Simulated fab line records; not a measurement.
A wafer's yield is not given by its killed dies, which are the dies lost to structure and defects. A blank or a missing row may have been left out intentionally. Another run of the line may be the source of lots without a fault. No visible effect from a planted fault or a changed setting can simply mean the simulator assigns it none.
8D (eight disciplines) problem report, filled in by code + flow n5_finfet + the parts of the form that need people (team, actions taken, sign-off) are left out

## 1. WHAT IS WRONG
Mean of trench_depth_nm at N5_BEOL_M1_OCD_MEAS_38: 49.4 nm across 2 wafers in 2 lots; on wafers with no fault it is 55.2 nm (standard deviation 0.88). Measured from the usual mean, that is -6.6 standard deviations.
First observed at day 8 14:59: wafer L475.3, on ocd-02. The record has a number at this step for 27 wafers belonging to 9 lots. Rule for "out", or "out of limits": more than 4 standard deviations from the usual mean. All remaining wafers that have a number are taken as sound.

## 2. WHAT IT IS; WHAT IT IS NOT
| question                    | is               | is not                                                                                            |
|-----------------------------|------------------|---------------------------------------------------------------------------------------------------|
| which readings at this step | trench_depth_nm  | -                                                                                                 |
| which lots                  | L475, L476       | L469, L470, L484, L486, L488, L489, L491                                                          |
| which wafers of those lots  | L475.3, L476.4   | L475.1, L475.6, L476.1, L476.3                                                                    |
| read on which gauges        | ocd-02           | ocd-01                                                                                            |
| when                        | from day 8 14:59 | up to then (8 sound wafers); but 17 sound wafers of L476, L484, L486, L488, L489, L491 came after |

## 3. THE SUSPECTS, EACH WITH WHAT RULES IT OUT
Counting: if a tool at a process step up to the reading ran every lot that is out, it stays a suspect. Sound lots after the first of them don't rule it out here, since some wafers of a struck lot are sound.
- the gauge at N5_BEOL_M1_OCD_MEAS_38 has been ruled out. All the wafers that are out were read on ocd-02, but those of them that N5_BEOL_M1_TRENCH_ETCH_37 has rows for are out there too, on other tools.
- rie_metal-01 at N5_BEOL_M1_HM_OPEN_17 (chemistry Cl2/BCl3, target TiN, target depth 20 nm, overetch 6 nm): kept. It ran every lot that is out, first L475 (day 8 06:44).
- rie_diel-02 at N5_BEOL_M1_TRENCH_ETCH_37 (etches SiOC in C4F6/O2, target depth 55.207 nm, time 29 s): kept. Ran every lot that is out, first one L475 (day 8 14:49); last sound lot up to then L470 (day 6 19:52). Its own run_length_s readings are out on those wafers.
- At N5_BEOL_M1_HM_OPEN_17 on rie_metal-01, chamber 0 took the sound wafers of the same lots and chamber 1 took the wafers that are out.
- Within rie_diel-02 at N5_BEOL_M1_TRENCH_ETCH_37: the wafers that are out ran in chamber 2; their sound lot-mates ran in chambers 0, 1, 3.
After counting, rie_metal-01 at N5_BEOL_M1_HM_OPEN_17 and rie_diel-02 at N5_BEOL_M1_TRENCH_ETCH_37 remain.

## 4. THE CAUSE (what the simulator had put in)
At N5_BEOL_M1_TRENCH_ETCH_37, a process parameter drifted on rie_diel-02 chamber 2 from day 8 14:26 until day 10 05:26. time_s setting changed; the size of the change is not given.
Of the 2 suspects that counting leaves, this tool is one.

## 5. THE CHAIN OF EFFECTS, in route order
Rows list readings where the struck wafers' mean (over those with a number) sits beyond 3 standard deviations from the usual. Only readings for which the record gives a usual standard deviation are gone through. hours: the time from each lot's start at the first step in this table that gives one to its start at this step, as a median over the lots. sigmas: the change in usual standard deviations.
| hours | step                      | reading         | usual   | on struck wafers | change | sigmas |
|-------|---------------------------|-----------------|---------|------------------|--------|--------|
| 0     | N5_BEOL_M1_TRENCH_ETCH_37 | run_length_s    | 52.5 s  | 49.0             | -3.5   | -9.7   |
| 0     | N5_BEOL_M1_OCD_MEAS_38    | trench_depth_nm | 55.2 nm | 49.4             | -5.8   | -6.6   |
Here are the process steps it includes:
- N5_BEOL_M1_TRENCH_ETCH_37: etches SiOC in C4F6/O2, target depth 55.207 nm, time 29 s.
At these later measuring or inspecting steps, every struck wafer for which the step has a row has a number for every such reading, and none has moved that far: N5_BEOL_M4_RC_MEAS_101.

## 6. WHAT WOULD HAVE CAUGHT IT SOONER
In this record the first reading out of limits at a measuring or inspecting step was taken at day 8 14:59, 1 hour after the fault began at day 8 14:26.
The tool's own readings at N5_BEOL_M1_TRENCH_ETCH_37 were out on every struck wafer that the step has a row for (run_length_s): an alarm limit on them would have fired on the first of those.
Lots out: 2; of these, L476 started N5_BEOL_M1_TRENCH_ETCH_37 on rie_diel-02 after day 8 14:59. A tool hold placed at that time would have kept it from harm.
